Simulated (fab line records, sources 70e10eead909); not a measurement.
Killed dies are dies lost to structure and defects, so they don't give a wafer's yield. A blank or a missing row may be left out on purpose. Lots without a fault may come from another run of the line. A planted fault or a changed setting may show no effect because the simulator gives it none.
Which tool did it? | flow nand_harc | 13 lots, 39 wafers sampled, at 4 steps of a route of 1302

WHAT THE GAUGES READ, wafer by wafer
NHARC_END_SORT_01.
lot  | measured     | on        | killed_at_array | killed_at_other | killed_at_periphery | killed_dies | killed_open | killed_short
L730 | day 27 21:34 | prober-01 | 124 156 146     | 0 0 4           | 3 2 2               | 127 158 152 | 4 2 5       | 1 3 0

WHICH TOOL RAN EACH LOT (tool, then ch and the chambers of the sampled wafers, then the start)
lot  | NHARC_A_CHANNEL_FILL_D2_ALD_02   | NHARC_THIN_TSV_PRE_CLEAN_50             | NHARC_THIN_TSV_PVD_51
L724 | ald_hk-03 ch 0,1, day 13 18:41   | pvd_sputter-02, no start                | pvd_sputter-02, no start
L725 | ald_hk-01 ch 0,2,3, day 14 15:28 | pvd_sputter-02, no start                | pvd_sputter-02, no start
L726 | ald_hk-03 ch 0,3, day 15 01:28   | pvd_sputter-02, no start                | pvd_sputter-02, no start
L727 | ald_hk-04 ch 0,1,3, day 15 21:10 | pvd_sputter-03, no start                | pvd_sputter-03, no start
L730 | ald_hk-04 ch 0,2,3, day 16 21:29 | pvd_sputter-03, day 27 21:34 or earlier | pvd_sputter-03, day 27 21:34 or earlier
L731 | ald_hk-03 ch 1,2,3, day 17 16:00 | pvd_sputter-03, no start                | pvd_sputter-03, no start
L739 | ald_hk-03 ch 0,2, day 21 05:25   | pvd_sputter-03, no start                | pvd_sputter-03, no start
L740 | ald_hk-01 ch 1,2,3, day 21 10:56 | pvd_sputter-03, no start                | pvd_sputter-03, no start
L742 | ald_hk-03 ch 0,1,2, day 21 20:15 | pvd_sputter-03, no start                | pvd_sputter-03, no start
L741 | ald_hk-03 ch 0,1, day 21 22:41   | pvd_sputter-03, no start                | pvd_sputter-03, no start
L743 | ald_hk-04 ch 0,2,3, day 22 16:46 | pvd_sputter-03, no start                | pvd_sputter-03, no start
L745 | ald_hk-01 ch 1,2, day 23 00:23   | pvd_sputter-02, no start                | pvd_sputter-02, no start
L744 | ald_hk-04 ch 1,2,3, day 23 01:01 | pvd_sputter-02, no start                | pvd_sputter-02, no start
- NHARC_A_CHANNEL_FILL_D2_ALD_02: deposits SiO2, target thk 6 nm, pulse time 10 s, ald cycles 60.
- NHARC_THIN_TSV_PRE_CLEAN_50: time 30 s.
- NHARC_THIN_TSV_PVD_51: deposits Cu, target thk 100 nm.

WHAT THE TOOLS THEMSELVES READ (means of the sampled wafers that have a number; where no wafer has one, the mark that the record gives instead)
NHARC_A_CHANNEL_FILL_D2_ALD_02.
lot  | tool      | heater_power_w (W) | precursor_pulse_height_rel
L724 | ald_hk-03 | 450                | 0.992
L725 | ald_hk-01 | 495                | 1.019
L726 | ald_hk-03 | 468                | 0.995
L727 | ald_hk-04 | 471                | 1.010
L730 | ald_hk-04 | 454                | 0.987
L731 | ald_hk-03 | 455                | 0.997
L739 | ald_hk-03 | 439                | 1.010
L740 | ald_hk-01 | 516                | 1.021
L742 | ald_hk-03 | 449                | 0.988
L741 | ald_hk-03 | 465                | 0.996
L743 | ald_hk-04 | 464                | 1.007
L745 | ald_hk-01 | 527                | 0.989
L744 | ald_hk-04 | 432                | 0.990

NHARC_THIN_TSV_PRE_CLEAN_50.
lot  | tool           | heater_power_w (W)
L724 | pvd_sputter-02 | 420
L725 | pvd_sputter-02 | 391
L726 | pvd_sputter-02 | 391
L727 | pvd_sputter-03 | 458
L730 | pvd_sputter-03 | 415
L731 | pvd_sputter-03 | 455
L739 | pvd_sputter-03 | 422
L740 | pvd_sputter-03 | 450
L742 | pvd_sputter-03 | 414
L741 | pvd_sputter-03 | 411
L743 | pvd_sputter-03 | 484
L745 | pvd_sputter-02 | 368
L744 | pvd_sputter-02 | 385

NHARC_THIN_TSV_PVD_51.
lot  | tool           | throttle_valve_pct (%)
L724 | pvd_sputter-02 | 30.7
L725 | pvd_sputter-02 | 29.1
L726 | pvd_sputter-02 | 29.2
L727 | pvd_sputter-03 | 29.6
L730 | pvd_sputter-03 | 29.9
L731 | pvd_sputter-03 | 29.7
L739 | pvd_sputter-03 | 28.9
L740 | pvd_sputter-03 | 29.5
L742 | pvd_sputter-03 | 29.3
L741 | pvd_sputter-03 | 29.5
L743 | pvd_sputter-03 | 28.8
L745 | pvd_sputter-02 | 29.6
L744 | pvd_sputter-02 | 29.2

THE ANSWER, worked out from the rows above alone
Rule: what is usual is taken from the lots themselves. Put in order of their means at a reading, lots are off if they are a third of the lots or fewer, leave a main group of 4 or more, and stand apart from it by a gap of 3 or more times the standard deviation of the main group's means; of several such gaps the widest counts. A main group whose means are all the same, to the digits that the tables above print for the reading, isn't used. A lot without any number at a reading at which 4 lots or more have one is off too. The other lots that the step has rows for count as sound. The gauges are gone through in route order, then the tools' own readings, and for those a lot's mean is taken as printed above. The first step at which some lot is off is used, and at that step the reading that is off furthest; a lot without a number counts as furthest.
No lot is off at any reading shown: from this, nothing can be told.

WHAT THE SIMULATOR HAD PUT IN
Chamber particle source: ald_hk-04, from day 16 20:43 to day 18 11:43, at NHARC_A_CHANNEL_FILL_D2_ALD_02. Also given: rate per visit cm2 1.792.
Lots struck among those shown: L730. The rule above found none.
